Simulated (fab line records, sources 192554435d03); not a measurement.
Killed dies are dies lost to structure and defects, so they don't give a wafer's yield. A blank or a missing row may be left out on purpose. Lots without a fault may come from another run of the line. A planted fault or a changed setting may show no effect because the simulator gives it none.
Chamber matching | flow n5_finfet | N5_SD_EPI_N_DESCUM_14 on rie_diel-04: 4 sister chambers
The step chemistry O2, time 7.9 s. 18 wafers are shown with their chamber, then 9 later ones without.

WAFERS WITH THEIR CHAMBER
wafer  | chamber | showerhead_plenum_p_Torr (Torr) | drypump_motor_current_A (A) | throttle_valve_pct (%)
L077.1 | 3       | 2.00                            | 5.0                         | 20.42
L077.2 | 2       | 2.19                            | 5.1                         | 19.91
L077.5 | 1       | 2.06                            | 5.9                         | 20.68
L078.2 | 3       | 2.00                            | 5.1                         | 20.42
L078.3 | 0       | 2.24                            | 5.6                         | 20.31
L078.5 | 2       | 2.18                            | 5.1                         | 19.90
L082.1 | 2       | 2.18                            | 5.1                         | 19.92
L082.2 | 3       | 2.00                            | 5.0                         | 20.44
L082.6 | 1       | 2.05                            | 5.8                         | 20.25
L083.1 | 2       | 2.18                            | 5.1                         | 19.92
L083.2 | 0       | 2.23                            | 5.5                         | 20.33
L083.5 | 0       | 2.23                            | 5.5                         | 20.34
L084.2 | 1       | 2.05                            | 5.8                         | 20.26
L084.4 | 0       | 2.23                            | 5.6                         | 20.34
L084.5 | 3       | 2.00                            | 5.0                         | 20.46
L086.1 | 2       | 2.18                            | 5.1                         | 19.96
L086.4 | 1       | 2.05                            | 5.8                         | 20.28
L086.5 | 0       | 2.23                            | 5.6                         | 20.34

SIGNATURES (means of the wafers above)
reading                  | chamber 0 | chamber 1 | chamber 2 | chamber 3 | scatter within a chamber
showerhead_plenum_p_Torr | 2.2320    | 2.0525    | 2.1820    | 2.0000    | 0.0041
drypump_motor_current_A  | 5.560     | 5.825     | 5.100     | 5.025     | 0.0439
throttle_valve_pct       | 20.3320   | 20.3675   | 19.9220   | 20.4350   | 0.098
Rule: a wafer's distance from a chamber is the root of the sum, over the readings, of the square of ((its reading less the chamber's mean) divided by the reading's scatter). The wafer belongs to the nearest chamber; if the next one is less than 2 further off, it can't be placed. The scatter: the root of (the sum of the squares of (reading less its chamber's mean) over the shown wafers, divided by (wafers less chambers)).

WAFERS WITHOUT THEIR CHAMBER
wafer  | showerhead_plenum_p_Torr (Torr) | drypump_motor_current_A (A) | throttle_valve_pct (%)
L091.2 | 1.99                            | 5.1                         | 20.48
L091.3 | 2.17                            | 5.1                         | 19.98
L091.5 | 2.22                            | 5.5                         | 20.36
L092.2 | 2.17                            | 5.1                         | 19.97
L092.4 | 2.05                            | 5.8                         | 20.30
L092.5 | 2.22                            | 5.6                         | 20.36
L094.2 | 2.22                            | 5.6                         | 20.37
L094.4 | 2.05                            | 5.8                         | 20.33
L094.6 | 2.22                            | 5.6                         | 20.35

WHICH CHAMBER EACH WENT THROUGH
wafer  | from the rows above | in truth
L091.2 | 3                   | 3
L091.3 | 2                   | 2
L091.5 | 0                   | 0
L092.2 | 2                   | 2
L092.4 | 1                   | 1
L092.5 | 0                   | 0
L094.2 | 0                   | 0
L094.4 | 1                   | 1
L094.6 | 0                   | 0
Placed correctly: 9 of 9. Can't be placed from these rows: 0. Placed wrongly: 0.
